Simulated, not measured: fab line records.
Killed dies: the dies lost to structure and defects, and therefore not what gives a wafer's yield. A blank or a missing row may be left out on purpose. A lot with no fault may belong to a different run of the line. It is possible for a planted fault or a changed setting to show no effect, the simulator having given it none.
Matching of chambers	flow n5_finfet	ald_sin-02 running N5_BEOL_M2_ALD_98: 4 sister chambers
The step deposits SiO2, target thk 2.5 nm, pulse time 1 s, co reactant pulse time 1 s. 14 wafers are shown with their chamber, then 7 later ones without.

EACH WAFER AND ITS CHAMBER
wafer	chamber	heater_power_w (W)	precursor_pulse_height_rel
L076.1	1	83	0.994
L076.3	0	74	0.986
L076.6	1	87	1.030
L078.2	0	74	0.982
L078.4	3	73	0.999
L078.5	3	74	1.012
L079.3	1	84	1.020
L079.4	3	74	1.015
L079.6	2	59	1.011
L082.2	0	73	0.987
L082.4	1	82	1.016
L082.6	1	77	0.996
L092.2	0	74	1.044
L092.5	3	70	1.040

SIGNATURES (means of the wafers above)
reading	chamber 0	chamber 1	chamber 2	chamber 3	scatter within a chamber
heater_power_w	73.75	82.60	59.00	72.75	2.54
precursor_pulse_height_rel	0.99975	1.01120	1.01100	1.01650	0.0212
Rule: for each reading, subtract the chamber's mean from the wafer's reading, divide by that reading's scatter and square the result; add these up over the readings and take the root, which gives the wafer's distance from the chamber. If the next closest chamber is less than 2 further off than the closest, the wafer can't be placed; otherwise it belongs to the closest. The scatter: the root of (the sum of the squares of (reading less its chamber's mean) over the shown wafers, divided by (wafers less chambers)).

WAFERS WITHOUT THEIR CHAMBER
wafer	heater_power_w (W)	precursor_pulse_height_rel
L092.6	58	1.010
L094.4	79	1.006
L094.5	71	1.011
L094.6	75	1.001
L097.1	59	1.008
L097.4	79	0.989
L097.5	79	0.997

CHAMBER TAKEN BY EACH
wafer	from the rows above	in truth
L092.6	2	2
L094.4	can't be placed: 1 or 0 or 3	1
L094.5	can't be placed: 3 or 0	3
L094.6	can't be placed: 0 or 3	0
L097.1	2	2
L097.4	can't be placed: 1 or 0 or 3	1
L097.5	can't be placed: 1 or 0 or 3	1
2 of 7 placed correctly. These rows do not allow placing 5 (true chamber among the candidates in 5). Wrongly placed: 0.
